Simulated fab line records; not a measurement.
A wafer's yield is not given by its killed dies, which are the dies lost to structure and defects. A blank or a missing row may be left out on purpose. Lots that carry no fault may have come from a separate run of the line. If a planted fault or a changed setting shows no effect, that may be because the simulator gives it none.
A sampling plan put to the test | flow nand_harc | one fab line, 11 faults that these records tell of, each judged on the records of the lots that it struck; 2 more are left out, because the records don't allow judging them
Plan = the line's own looks (route steps where a gauge or an inspection reads the wafer without altering it). Where struck wafers have a number at a look and the file lists that look's usual mean and standard deviation on fault-free wafers, the look can be judged. Caught: at a look after the fault's first step, the mean of the struck wafers lies 4 or more of those standard deviations (sigma) from the usual mean. On the tool: the fault's steps, tested the same way using the tool's own readings. If the struck wafers alone have a blank record, or they carry another recipe, that too counts as caught.

THE FAULTS, as the simulator had put them in
1. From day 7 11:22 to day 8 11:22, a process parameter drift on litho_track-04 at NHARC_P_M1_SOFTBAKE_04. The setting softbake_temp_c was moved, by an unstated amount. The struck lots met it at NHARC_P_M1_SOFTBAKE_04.
2. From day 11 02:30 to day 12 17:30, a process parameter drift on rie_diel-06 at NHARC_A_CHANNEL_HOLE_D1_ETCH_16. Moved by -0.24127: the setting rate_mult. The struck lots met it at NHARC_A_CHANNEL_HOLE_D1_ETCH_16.
3. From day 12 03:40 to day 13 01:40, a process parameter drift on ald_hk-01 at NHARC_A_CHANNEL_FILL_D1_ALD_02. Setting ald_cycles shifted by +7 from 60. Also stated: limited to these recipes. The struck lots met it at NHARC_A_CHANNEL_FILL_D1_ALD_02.
4. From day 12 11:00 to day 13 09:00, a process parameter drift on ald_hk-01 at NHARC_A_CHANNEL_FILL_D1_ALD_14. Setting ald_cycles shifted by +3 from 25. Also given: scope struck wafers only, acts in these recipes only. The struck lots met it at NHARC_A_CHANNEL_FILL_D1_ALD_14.
5. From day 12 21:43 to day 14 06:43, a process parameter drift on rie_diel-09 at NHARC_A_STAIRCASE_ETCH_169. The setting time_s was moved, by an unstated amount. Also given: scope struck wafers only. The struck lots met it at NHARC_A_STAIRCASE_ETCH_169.
6. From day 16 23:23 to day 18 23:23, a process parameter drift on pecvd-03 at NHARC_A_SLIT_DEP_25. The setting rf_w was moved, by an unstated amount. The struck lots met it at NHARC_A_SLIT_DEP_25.
7. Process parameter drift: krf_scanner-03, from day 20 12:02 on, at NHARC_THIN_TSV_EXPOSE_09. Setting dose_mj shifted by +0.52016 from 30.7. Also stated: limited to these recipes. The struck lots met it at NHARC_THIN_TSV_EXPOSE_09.
8. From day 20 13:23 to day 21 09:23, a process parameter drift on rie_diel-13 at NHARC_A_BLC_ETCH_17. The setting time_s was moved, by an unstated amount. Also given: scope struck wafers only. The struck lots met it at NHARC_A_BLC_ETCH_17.
9. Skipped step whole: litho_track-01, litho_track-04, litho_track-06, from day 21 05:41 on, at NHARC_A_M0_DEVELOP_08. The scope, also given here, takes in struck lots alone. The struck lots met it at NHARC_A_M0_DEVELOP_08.
10. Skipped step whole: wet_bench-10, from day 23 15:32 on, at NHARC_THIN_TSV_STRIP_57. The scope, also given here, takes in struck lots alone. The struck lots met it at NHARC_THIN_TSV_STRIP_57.
11. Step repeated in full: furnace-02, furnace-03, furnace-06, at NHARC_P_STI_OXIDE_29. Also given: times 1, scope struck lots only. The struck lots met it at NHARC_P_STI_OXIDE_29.

WHAT THE PLAN SAW
fault | on the tool itself                               | first look that catches it                   | reading, sigma  | median hours from its first step to that look | hours from the fault's start to the first struck lot there | judged looks passed uncaught
1     | heater_power_total_W +99 or beyond sigma         | not the one look that can be judged after it | -               | -                                             | -                                                          | 1
2     | oes_product_au -15 sigma                         | NHARC_END_SORT_01                            | killed_dies +36 | 266.6                                         | 271                                                        | 0
3     | under 2 sigma                                    | not the one look that can be judged after it | -               | -                                             | -                                                          | 1
4     | under 2 sigma                                    | no look after it can be judged               | -               | -                                             | -                                                          | 0
5     | run_length_s -36 sigma                           | not the one look that can be judged after it | -               | -                                             | -                                                          | 1
6     | rf_fwd_power_W -47 sigma                         | not the one look that can be judged after it | -               | -                                             | -                                                          | 1
7     | exposure_dose_mJ_cm2 +18 sigma                   | not the one look that can be judged after it | -               | -                                             | -                                                          | 1
8     | run_length_s -30 sigma                           | not the one look that can be judged after it | -               | -                                             | -                                                          | 1
9     | the tool's record is blank for the struck wafers | no look after it can be judged               | -               | -                                             | -                                                          | 0
10    | the tool's record is blank for the struck wafers | not the one look that can be judged after it | -               | -                                             | -                                                          | 1
11    | no reading that can be judged                    | no look after it can be judged               | -               | -                                             | -                                                          | 0
A dash: this means the fault isn't caught or the number doesn't appear in these records.

Caught at a look: 1 of 11. Caught on the tool: 8 of 11. By one or the other: 8 of 11.
Caught on the tool alone: faults 1, 5, 6, 7, 8, 9, 10.
Caught by neither: faults 3, 4, 11.

THINNER SAMPLING
Were the look that catches a fault to measure just every second or every third lot (counted by lot number), the first struck lot would, at worst, be measured this late:
fault | struck lots at that look, in order of time | every lot | every second lot | every third lot
2     | L270, L273                                 | 271 h     | 306 h            | may miss all 2
Hours are from the fault's start to the first struck lot that is measured. The test against the limit of 4 sigma pooled every struck wafer, which means one lot taken alone may stay below that limit. Other struck lots may not be in these records.

THE LONGEST TIMED WAY FROM STEP TO LOOK
Fault 2: median gap of 266.6 hours between NHARC_A_CHANNEL_HOLE_D1_ETCH_16 and NHARC_END_SORT_01. No look between them can be judged.
